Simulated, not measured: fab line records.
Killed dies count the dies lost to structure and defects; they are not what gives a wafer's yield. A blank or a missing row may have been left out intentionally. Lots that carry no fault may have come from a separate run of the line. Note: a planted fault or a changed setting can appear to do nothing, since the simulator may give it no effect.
fab line records ; flow nand_harc
[record] lots = 6; wafers = 17; last_day = 24
route steps=1159 shown A_SGD_CUT@753 END@1159
lots that met no fault: taken from a fault-free run of the same line
start_h: the number of hours between the record's first day and the start of the first shown wafer of the lot ; wait_h: how many hours have passed since the lot's step before this one ; " same as the row above ; L1.1+2: a single row standing in for several wafers ; - no value, or no start was given ; * or withheld: withheld ; < > ~ a bound
route shown NAME@n: a module of which the file shows steps, and the number in the route of the first ; usual: mean/standard deviation of fault-free wafers ; same: alike in all rows ; chamber/n: place in a boat ; sites: each site's reading ; _std_site: the standard deviation of these ; _edge_site: inner sites' mean taken away from outer sites' mean ; radius_mm: how far each site lies from the wafer's centre ; mask NAME#n: copy n ; behind: tool/chamber where the wafer was last shaped ; hold: why the lot went on hold/how many hours it stayed there/how the hold came to an end ; device: the n, p or np transistor that did not switch ; end of line: the same wafers' tests at the end of the route ; a step without rows: its recipe alone ; killed: the dies lost at the first sort to structure and to defects; this is not the yield of the wafer ; map: shows each die of a wafer: x if killed, . if not, _ if none is there
set.NAME: setting as actually run; set.NAME@STEP: the setting as run at that earlier step ; model.NAME: the simulator's own value behind a step, which no gauge read
lots at selected steps of the route; one table per step, one row per wafer
services: from which hour (start_h, from the record's first day; less than 0 if before it) a tool's chamber was out of use, for how many hours, and why
[[steps]]
[step NHARC_A_SGD_CUT_SOFTBAKE_04]
[recipe] temp_c = 105; time_s = 55
[step NHARC_A_SGD_CUT_EBR_05]
[step NHARC_A_SGD_CUT_EXPOSE_06]
[recipe] na = 1.35; dose_mj = 85.59; mask_id = SGD
[step NHARC_A_SGD_CUT_PEB_07]
[recipe] peb_temp_c = 100; peb_time_s = 65
[step NHARC_A_SGD_CUT_DEVELOP_08]
[recipe] develop_time_s = 35; dev_temp_c = 23
[step NHARC_A_SGD_CUT_CD_MEAS_09]
[recipe] target_cd_nm = 100; landing_energy_ev = 500
[usual] cd_nm = 100.0/0.56
lot.wafer;tool;chamber;start_h;wait_h;cd_nm
L944.1;cd_sem-03;0;346.73;-;100.2
L944.4;cd_sem-03;0;346.73;-;100.6
L942.3;cd_sem-01;0;358.28;-;100.9
L942.4;cd_sem-01;0;358.28;-;101.1
L942.6;cd_sem-01;0;358.28;-;100.7
L949.1;cd_sem-03;0;389.41;-;100.7
L949.3;cd_sem-03;0;389.41;-;99.7
L949.5;cd_sem-03;0;389.41;-;100.3
L953.2;cd_sem-02;0;408.63;-;100.1
L953.4;cd_sem-02;0;408.63;-;100.0
L953.6;cd_sem-02;0;408.63;-;100.6
L955.1;cd_sem-01;0;419.51;-;100.7
L955.2;cd_sem-01;0;419.51;-;100.4
L955.5;cd_sem-01;0;419.51;-;101.0
L957.2;cd_sem-01;0;448.76;-;99.6
L957.3;cd_sem-01;0;448.76;-;100.3
L957.5;cd_sem-01;0;448.76;-;99.4
[step NHARC_A_SGD_CUT_OVL_MEAS_10]
[usual] overlay_x_nm = 0.0/0.75; overlay_y_nm = 0.2/0.82
lot.wafer;tool;chamber;start_h;wait_h;overlay_x_nm;overlay_y_nm
L944.1;overlay-02;-;346.81;-;0.8;1.3
L944.4;overlay-02;-;346.81;-;0.2;1.4
L942.3;overlay-02;-;358.36;-;-0.6;1.3
L942.4;overlay-02;-;358.36;-;-0.1;1.2
L942.6;overlay-02;-;358.36;-;-0.1;1.2
L949.1;overlay-02;-;389.50;-;0.2;-1.1
L949.3;overlay-02;-;389.50;-;0.0;-0.7
L949.5;overlay-02;-;389.50;-;-0.6;-0.3
L953.2;overlay-02;-;408.71;-;0.6;0.5
L953.4;overlay-02;-;408.71;-;0.1;0.2
L953.6;overlay-02;-;408.71;-;0.1;0.4
L955.1;overlay-02;-;419.60;-;-0.2;0.8
L955.2;overlay-02;-;419.60;-;-0.3;1.5
L955.5;overlay-02;-;419.60;-;-0.3;0.8
L957.2;overlay-02;-;448.84;-;-0.7;1.5
L957.3;overlay-02;-;448.84;-;-0.5;0.8
L957.5;overlay-02;-;448.84;-;-0.8;0.8
[step NHARC_A_SGD_CUT_INSPECT_11]
[usual] raw_defect_count = 18/9.3
lot.wafer;tool;chamber;start_h;wait_h;raw_defect_count
L944.1;defect_inspect-02;-;346.85;0.0;24
L944.4;defect_inspect-02;-;346.85;0.0;23
L942.3;defect_inspect-02;-;358.40;0.0;10
L942.4;defect_inspect-02;-;358.40;0.0;6
L942.6;defect_inspect-02;-;358.40;0.0;16
L949.1;defect_inspect-01;-;389.53;0.0;8
L949.3;defect_inspect-01;-;389.53;0.0;8
L949.5;defect_inspect-01;-;389.53;0.0;15
L953.2;defect_inspect-02;-;408.75;0.0;27
L953.4;defect_inspect-02;-;408.75;0.0;24
L953.6;defect_inspect-02;-;408.75;0.0;30
L955.1;defect_inspect-01;-;419.63;0.0;41
L955.2;defect_inspect-01;-;419.63;0.0;41
L955.5;defect_inspect-01;-;419.63;0.0;27
L957.2;defect_inspect-01;-;448.88;0.0;12
L957.3;defect_inspect-01;-;448.88;0.0;9
L957.5;defect_inspect-01;-;448.88;0.0;12
[step NHARC_A_SGD_CUT_DESCUM_14]
[recipe] time_s = 3; o2_flow_sccm = 200; ar_flow_sccm = 0; bias_power_w = 0; chemistry = O2
[usual] drypump_motor_current_A = 5.8/0.54; oes_product_au = 0.996/0.012; rf_vpp_V = 57.7/0.95; showerhead_plenum_p_Torr = 1.88/0.076; throttle_valve_pct = 11.312/0.0093
[same] bias_power_w = 0
lot.wafer;tool;chamber;start_h;wait_h;drypump_motor_current_A;oes_product_au;rf_hours_counter_h;rf_vpp_V;showerhead_plenum_p_Torr;throttle_valve_pct
L944.1;rie_diel-01;1;346.93;0.1;6.6;0.998;3;58.6;1.89;11.308
L944.4;rie_diel-01;2;346.93;0.1;5.0;1.012;3;59.5;1.86;11.310
L942.3;rie_diel-01;3;358.46;0.1;5.8;1.005;5;57.6;1.82;11.318
L942.6;rie_diel-01;0;358.46;0.1;5.3;1.013;-;56.4;1.79;11.310
L942.4;rie_diel-01;1;358.46;0.1;6.6;1.001;-;57.5;1.89;11.324
L949.1;rie_diel-13;0;389.61;0.1;5.9;0.996;9;55.6;1.79;11.306
L949.3;rie_diel-13;1;389.61;0.1;4.8;0.999;9;57.7;1.85;11.308
L949.5;rie_diel-13;3;389.61;0.1;5.4;0.999;-;58.4;1.83;11.313
L953.2;rie_diel-13;3;408.82;0.1;5.4;1.010;10;57.0;1.83;11.321
L953.4;rie_diel-13;0;408.82;0.1;5.9;0.987;10;57.6;1.79;11.318
L953.6;rie_diel-13;3;408.82;0.1;5.4;0.998;-;58.1;1.83;11.310
L955.2;rie_diel-13;0;419.70;0.1;5.9;0.982;11;56.3;1.79;11.308
L955.1;rie_diel-13;1;419.70;0.1;4.8;1.010;11;57.3;1.85;11.318
L955.5;rie_diel-13;0;419.70;0.1;5.9;0.992;-;56.7;1.79;11.300
L957.3;rie_diel-01;0;448.96;0.1;5.3;1.010;13;58.2;1.79;11.336
L957.2;rie_diel-01;1;448.96;0.1;6.6;0.993;13;57.2;1.89;11.298
L957.5;rie_diel-01;2;448.96;0.1;5.0;0.990;-;58.3;1.85;11.310
[step NHARC_A_SGD_CUT_ETCH_58]
[recipe] target_depth_a = 390; over_etch_frac = 0.3; time_s = 65; ion_energy_ev = 80; cf4_flow_sccm = 150; ar_flow_sccm = 0; rf_w = 300; bias_w = 100; chemistry = CF4
[usual] drypump_motor_current_A = 5.8/0.54; oes_product_au = 0.997/0.012; rf_fwd_power_W = 297.0/1; rf_vpp_V = 151.0/1.2; run_length_s = 86.2/0.5; showerhead_plenum_p_Torr = 1.74/0.066; throttle_valve_pct = 13.285/0.0091
lot.wafer;tool;chamber;start_h;wait_h;drypump_motor_current_A;oes_product_au;rf_fwd_power_W;rf_hours_counter_h;rf_vpp_V;run_length_s;showerhead_plenum_p_Torr;throttle_valve_pct
L944.4;rie_diel-01;3;347.00;0.1;5.9;1.017;297.0;4;151.2;85.8;1.69;13.282
L944.1;rie_diel-01;2;347.00;0.1;5.1;1.018;298.3;3;151.4;86.1;1.72;13.287
L942.3;rie_diel-01;1;358.56;0.1;6.6;0.995;297.5;4;149.6;85.3;1.75;13.279
L942.4;rie_diel-01;1;358.56;0.1;6.6;1.004;296.3;-;151.7;85.3;1.75;13.286
L942.6;rie_diel-01;3;358.56;0.1;5.9;1.007;295.9;-;150.0;85.7;1.69;13.288
L949.3;rie_diel-13;1;389.69;0.1;4.8;1.005;297.7;9;148.4;86.6;1.71;13.270
L949.1;rie_diel-13;3;389.69;0.1;5.4;1.004;297.1;9;150.1;85.7;1.70;13.297
L949.5;rie_diel-13;1;389.69;0.1;4.8;1.006;298.2;-;149.9;86.5;1.71;13.268
L953.2;rie_diel-13;2;408.91;0.1;5.4;1.012;297.5;10;152.7;87.4;1.84;13.284
L953.4;rie_diel-13;3;408.91;0.1;5.4;1.008;298.1;10;151.3;86.0;1.70;13.283
L953.6;rie_diel-13;0;408.91;0.1;5.9;0.987;298.0;-;150.1;86.0;1.66;13.284
L955.1;rie_diel-13;0;419.79;0.1;5.9;0.983;298.6;11;149.6;86.1;1.66;13.289
L955.2;rie_diel-13;2;419.79;0.1;5.3;1.012;298.6;11;152.7;86.9;1.84;13.278
L955.5;rie_diel-13;3;419.79;0.1;5.4;1.000;298.9;-;149.9;85.8;1.70;13.293
L957.3;rie_diel-01;1;449.03;0.1;6.6;1.004;297.9;13;152.4;85.4;1.75;13.277
L957.2;rie_diel-01;3;449.03;0.1;5.9;0.999;298.0;14;149.0;85.8;1.69;13.285
L957.5;rie_diel-01;0;449.03;0.1;5.3;1.020;298.4;-;151.3;86.1;1.66;13.301
[step NHARC_A_SGD_CUT_ETCH_59]
[recipe] target_depth_a = 2600; over_etch_frac = 0.25; time_s = 406.25; ion_energy_ev = 200; n2_flow_sccm = 150; h2_flow_sccm = 150; ar_flow_sccm = 0; rf_w = 400; bias_w = 150; chemistry = N2/H2
[usual] drypump_motor_current_A = 5.8/0.54; oes_product_au = 0.995/0.012; rf_fwd_power_W = 399.2/1.1; rf_vpp_V = 429.8/2.6; run_length_s = 427.5/0.48; showerhead_plenum_p_Torr = 2.01/0.085; throttle_valve_pct = 14.169/0.0091
lot.wafer;tool;chamber;start_h;wait_h;drypump_motor_current_A;oes_product_au;rf_fwd_power_W;rf_hours_counter_h;rf_vpp_V;run_length_s;showerhead_plenum_p_Torr;throttle_valve_pct
L944.1;rie_diel-01;2;-;-;5.0;1.003;400.0;3;428.0;427.5;1.98;14.177
L944.4;rie_diel-01;1;-;-;6.6;0.994;400.5;3;429.0;426.7;2.01;14.155
L942.3;rie_diel-01;1;-;-;6.6;1.017;399.4;4;430.1;426.5;2.01;14.161
L942.6;rie_diel-01;1;-;-;6.6;1.001;399.5;-;430.3;426.7;2.01;14.156
L942.4;rie_diel-01;3;-;-;5.9;1.002;399.6;-;428.9;427.4;1.94;14.155
L949.3;rie_diel-13;2;-;-;5.3;1.002;399.7;8;431.8;428.1;2.14;14.163
L949.1;rie_diel-13;0;-;-;5.9;0.985;400.6;9;426.6;427.8;1.90;14.167
L949.5;rie_diel-13;3;-;-;5.4;0.999;398.9;-;428.0;427.0;1.95;14.177
L953.4;rie_diel-13;2;-;-;5.4;0.995;400.1;10;433.1;428.1;2.14;14.161
L953.2;rie_diel-13;0;-;-;5.9;0.983;400.1;10;427.1;427.7;1.90;14.176
L953.6;rie_diel-13;2;-;-;5.4;1.008;397.6;-;435.0;428.2;2.14;14.182
L955.2;rie_diel-13;3;-;-;5.4;0.984;401.3;11;427.4;426.9;1.95;14.160
L955.1;rie_diel-13;1;-;-;4.8;0.993;398.3;11;427.9;427.5;1.97;14.170
L955.5;rie_diel-13;3;-;-;5.4;0.990;399.4;-;429.1;426.9;1.95;14.172
L957.3;rie_diel-01;1;-;-;6.6;1.004;398.5;13;427.9;427.2;2.01;14.177
L957.2;rie_diel-01;2;-;-;5.1;0.998;398.6;11;429.2;428.2;1.97;14.175
L957.5;rie_diel-01;0;-;-;5.3;1.008;401.1;-;426.4;427.2;1.91;14.171
[step NHARC_A_SGD_CUT_ETCH_15]
[recipe] target_depth_a = 750; time_s = 64.3; ch3f_flow_sccm = 50; o2_flow_sccm = 30; ar_flow_sccm = 200; rf_w = 500; bias_w = 100; chemistry = CH3F/O2
[usual] drypump_motor_current_A = 5.7/0.56; oes_product_au = 0.958/0.016; rf_fwd_power_W = 495.1/1.9; rf_vpp_V = 263.3/1.6; run_length_s = 85.6/0.54; showerhead_plenum_p_Torr = 2.43/0.094; throttle_valve_pct = 20.663/0.0089
lot.wafer;tool;chamber;start_h;wait_h;drypump_motor_current_A;oes_product_au;rf_fwd_power_W;rf_hours_counter_h;rf_vpp_V;run_length_s;showerhead_plenum_p_Torr;throttle_valve_pct
L944.4;rie_diel-01;2;-;-;5.1;0.987;497.7;3;261.5;86.1;2.39;20.656
L944.1;rie_diel-01;0;-;-;5.3;0.977;496.3;4;261.2;85.3;2.31;20.658
L942.3;rie_diel-01;3;-;-;5.9;0.984;493.1;5;262.5;85.4;2.35;20.659
L942.6;rie_diel-01;3;-;-;5.9;0.974;496.3;-;261.9;85.6;2.35;20.668
L942.4;rie_diel-01;1;-;-;6.6;0.964;495.0;-;263.7;85.0;2.43;20.671
L949.3;rie_diel-13;1;-;-;4.8;0.946;498.2;9;262.0;85.6;2.38;20.661
L949.1;rie_diel-13;2;-;-;5.3;0.954;497.2;9;265.0;86.9;2.57;20.646
L949.5;rie_diel-13;2;-;-;5.4;0.943;495.7;-;265.8;86.7;2.57;20.665
L953.2;rie_diel-13;1;-;-;4.8;0.945;493.2;10;263.7;85.5;2.38;20.659
L953.4;rie_diel-13;2;-;-;5.4;0.944;498.6;10;265.7;86.3;2.57;20.664
L953.6;rie_diel-13;1;-;-;4.8;0.943;491.9;-;262.2;85.8;2.38;20.663
L955.1;rie_diel-13;3;-;-;5.4;0.978;496.8;11;261.8;84.8;2.36;20.664
L955.2;rie_diel-13;0;-;-;5.9;0.947;495.7;11;261.8;85.4;2.31;20.662
L955.5;rie_diel-13;1;-;-;4.8;0.966;491.7;-;262.1;85.7;2.38;20.669
L957.2;rie_diel-01;1;-;-;6.6;0.955;494.2;13;262.5;84.6;2.42;20.665
L957.3;rie_diel-01;2;-;-;5.1;0.955;496.6;11;261.7;85.7;2.38;20.662
L957.5;rie_diel-01;1;-;-;6.6;0.959;493.9;-;262.7;84.6;2.42;20.678
[step NHARC_A_SGD_CUT_ETCH_16]
[recipe] target_depth_a = 3105; time_s = 155.2; c4f8_flow_sccm = withheld; o2_flow_sccm = 8; ar_flow_sccm = withheld; rf_w = 600; bias_w = 800; chemistry = C4F8/O2/Ar
[usual] oes_product_au = 0.971/0.013; rf_fwd_power_W = 597.3/1.9; rf_vpp_V = 722/3.8; run_length_s = 176.5/0.49
lot.wafer;tool;chamber;start_h;wait_h;oes_product_au;rf_fwd_power_W;rf_hours_counter_h;rf_vpp_V;run_length_s
L944.1;rie_diel-01;3;347.50;-;0.985;-;4;717;151.7
L944.4;rie_diel-01;0;347.50;-;0.988;-;4;717;151.5
L942.3;rie_diel-01;0;359.13;-;0.991;598.5;5;718;176.7
L942.6;rie_diel-01;1;359.13;-;0.976;597.5;-;722;175.8
L942.4;rie_diel-01;3;359.13;-;0.986;-;-;720;151.5
L949.1;rie_diel-13;1;390.17;-;0.966;594.2;9;720;176.9
L949.3;rie_diel-13;0;390.17;-;0.957;598.3;9;717;176.5
L949.5;rie_diel-13;1;390.17;-;0.958;595.7;-;719;176.6
L953.4;rie_diel-13;1;409.44;-;0.966;598.6;10;721;176.6
L953.2;rie_diel-13;0;409.44;-;0.947;596.4;10;717;176.3
L953.6;rie_diel-13;1;409.44;-;0.977;599.5;-;719;176.4
L955.1;rie_diel-13;3;420.28;-;0.970;598.5;11;717;175.9
L955.2;rie_diel-13;1;420.28;-;0.978;597.5;11;720;176.7
L955.5;rie_diel-13;2;420.28;-;0.995;599.7;-;727;177.2
L957.2;rie_diel-01;0;449.52;-;0.991;594.4;14;718;176.5
L957.3;rie_diel-01;1;449.52;-;0.971;598.7;13;720;175.8
L957.5;rie_diel-01;3;449.52;-;0.953;599.0;-;718;176.8
[step NHARC_A_SGD_CUT_STRIP_60]
[recipe] c4f8_flow_sccm = withheld; o2_flow_sccm = 8; ar_flow_sccm = withheld; bias_w = 0; chemistry = C4F8/O2/Ar
[step NHARC_END_SORT_01]
[recipe] temp_c = 25
[usual] killed_at_array = 29/8.4; killed_at_other = 0.7/1.2; killed_at_periphery = 3.8/2.1; killed_dies = 33/9; killed_open = 3.4/2; killed_short = 2.1/1.4
[same] gross_dies = 677
lot.wafer;tool;chamber;start_h;wait_h;killed_at_array;killed_at_other;killed_at_periphery;killed_dies;killed_open;killed_short
L944.1;prober-01;0;503.21;2.4;671;0;6;677;2;0
L944.4;prober-01;0;505.63;3.4;666;1;10;677;5;2
L942.4;prober-02;0;513.50;3.4;675;0;2;677;5;0
// killed by level:class
L944.1 A_SGD_CUT:area_etch=648 A_CHANNEL_HOLE_D1:chamber_film_flake=14 P_ZERO_WELL:chamber_film_flake=3 P_STI:chamber_film_flake=2 A_BONDPAD:chamber_film_flake=2 A_CHANNEL_FILL_D1:chamber_film_flake=2 A_STAIRCASE:chamber_film_flake=2 A_SGD_CUT:geometric_particle:open=1
L944.4 A_SGD_CUT:area_etch=640 A_CHANNEL_HOLE_D1:chamber_film_flake=13 P_ZERO_WELL:chamber_film_flake=4 P_STI:chamber_film_flake=4 A_CONTACT:chamber_film_flake=3 A_BONDPAD:chamber_film_flake=3 A_M0:geometric_particle:open=2 P_M0:chamber_film_flake=2
L942.4 A_SGD_CUT:area_etch=653 A_SLIT:chamber_film_flake=11 A_CONTACT:chamber_film_flake=3 A_CONTACT:geometric_particle:open=2 A_STAIRCASE:chamber_film_flake=2 P_M0:geometric_particle:open=1 A_SGD_CUT:geometric_particle:open=1 A_WL_FILL:geometric_particle:open=1
// map L942.4 (x killed, . not)
____________x____________
_________xxxxxxx_________
_______xxxxxxxxxxx_______
______xxxxxxxxxxxxx______
_____xxxxxxxxxxxxxxx_____
____xxxxxxxxxxxxxxxxx____
____xxxxxxxxxxxxxxxxx____
___xxxxxxxxxxxxxxxxxxx___
___xxxxxxxxxxxxxxxxxxx___
__xxxxxxxxxxxxxxxxxxxxx__
__xxxxxxxxxxxxxxxxxxxxx__
_xxxxxxxxxxxxxxxxxxxxxxx_
_xxxxxxxxxxxxxxxxxxxxxxx_
_xxxxxxxxxxxxxxxxxxxxxxx_
_xxxxxxxxxxxxxxxxxxxxxxx_
_xxxxxxxxxxxxxxxxxxxxxxx_
xxxxxxxxxxxxxxxxxxxxxxxxx
xxxxxxxxxxxxxxxxxxxxxxxxx
xxxxxxxxxxxxxxxxxxxxxxxxx
xxxxxxxxxxxxxxxxxxxxxxxxx
xxxxxxxxxxxxxxxxxxxxxxxxx
_xxxxxxxxxxxxxxxxxxxxxxx_
_xxxxxxxxxxxxxxxxxxxxxxx_
_xxxxxxxxxxxxxxxxxxxxxxx_
_xxxxxxxxxxxxxxxxxxxxxxx_
_xxxxxxxxxxxxxxxxxxxxxxx_
__xxxxxxxxxxxxxxxxxxxxx__
__xxxxxxxxxxxxxxxxxxxxx__
___xxxxxxxxxxxxxxxxxxx___
___xxxxxxxxxxxxxxxxxxx___
____xxxxxxxxxxxxxxxxx____
____xxxxxxxxxxxxxxxxx____
_____xxxxxxxxxxxxxxx_____
______xxxxxxxxxxxxx______
_______xxxxxxxxxxx_______
_________xxxxxxx_________
____________x____________
// map L944.1 (x killed, . not)
____________x____________
_________xxxxxxx_________
_______xxxxxxxxxxx_______
______xxxxxxxxxxxxx______
_____xxxxxxxxxxxxxxx_____
____xxxxxxxxxxxxxxxxx____
____xxxxxxxxxxxxxxxxx____
___xxxxxxxxxxxxxxxxxxx___
___xxxxxxxxxxxxxxxxxxx___
__xxxxxxxxxxxxxxxxxxxxx__
__xxxxxxxxxxxxxxxxxxxxx__
_xxxxxxxxxxxxxxxxxxxxxxx_
_xxxxxxxxxxxxxxxxxxxxxxx_
_xxxxxxxxxxxxxxxxxxxxxxx_
_xxxxxxxxxxxxxxxxxxxxxxx_
_xxxxxxxxxxxxxxxxxxxxxxx_
xxxxxxxxxxxxxxxxxxxxxxxxx
xxxxxxxxxxxxxxxxxxxxxxxxx
xxxxxxxxxxxxxxxxxxxxxxxxx
xxxxxxxxxxxxxxxxxxxxxxxxx
xxxxxxxxxxxxxxxxxxxxxxxxx
_xxxxxxxxxxxxxxxxxxxxxxx_
_xxxxxxxxxxxxxxxxxxxxxxx_
_xxxxxxxxxxxxxxxxxxxxxxx_
_xxxxxxxxxxxxxxxxxxxxxxx_
_xxxxxxxxxxxxxxxxxxxxxxx_
__xxxxxxxxxxxxxxxxxxxxx__
__xxxxxxxxxxxxxxxxxxxxx__
___xxxxxxxxxxxxxxxxxxx___
___xxxxxxxxxxxxxxxxxxx___
____xxxxxxxxxxxxxxxxx____
____xxxxxxxxxxxxxxxxx____
_____xxxxxxxxxxxxxxx_____
______xxxxxxxxxxxxx______
_______xxxxxxxxxxx_______
_________xxxxxxx_________
____________x____________
[[services]]
tool;chamber;start_h;hours;kind
rie_diel-01;0;323.80;-;clean
rie_diel-01;2;332.50;1.7;repair
rie_diel-13;0;334.12;-;clean
rie_diel-13;1;334.12;-;clean
rie_diel-13;2;334.12;-;clean
rie_diel-13;3;334.12;-;clean
rie_diel-01;2;352.27;9.4;repair
rie_diel-13;0;358.62;-;clean
rie_diel-13;1;358.62;-;clean
rie_diel-13;2;358.62;-;clean
rie_diel-13;3;358.62;-;clean
rie_diel-13;0;383.14;-;clean
rie_diel-13;1;383.14;-;clean
rie_diel-13;2;383.14;-;clean
rie_diel-13;3;383.14;-;clean
rie_diel-01;2;400.87;3.2;repair
rie_diel-13;0;407.70;-;clean
rie_diel-13;1;407.70;-;clean
rie_diel-13;2;407.70;-;clean
rie_diel-13;3;407.70;-;clean
rie_diel-13;0;432.26;-;clean
rie_diel-13;1;432.26;-;clean
rie_diel-13;2;432.26;-;clean
rie_diel-13;3;432.26;-;clean
[[key]]
[first_sign] step = NHARC_A_SGD_CUT_ETCH_16; reading = run_length_s; direction = down; sigmas = 51; usual = *; struck = *
[effect] step = NHARC_END_SORT_01; reading = killed_at_array; direction = up; sigmas = 76; usual = 29; struck = 671
[more_kills_born_at] NHARC_A_SGD_CUT_ETCH_16@rie_diel-01 = 1941
met_at NHARC_A_SGD_CUT_ETCH_16
struck_wafers L942.4,L944.1,L944.4
later_rows_left_out L942.4,L944.1,L944.4
tester_left_out L942,L944
[fault] kind = process_parameter_drift; tool = rie_diel-01; chamber = -; onset_h = 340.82; steps = NHARC_A_SGD_CUT_ETCH_16; channel = time_s; offset = *; shape = step; end_h = 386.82; scope = struck_wafers_only; acts_in = *; stated = *
// tester_left_out: of these lots the tester's yield and bins aren't shown, on N5 and GAA mostly nor the transistor test; their killed dies are dies lost to structure and defects alone, not to doping, threshold or leakage, so they don't give the yield
// later_rows_left_out: the simulator's readings of these wafers behind a module that went badly wrong aren't trusted and aren't shown, but for the sort
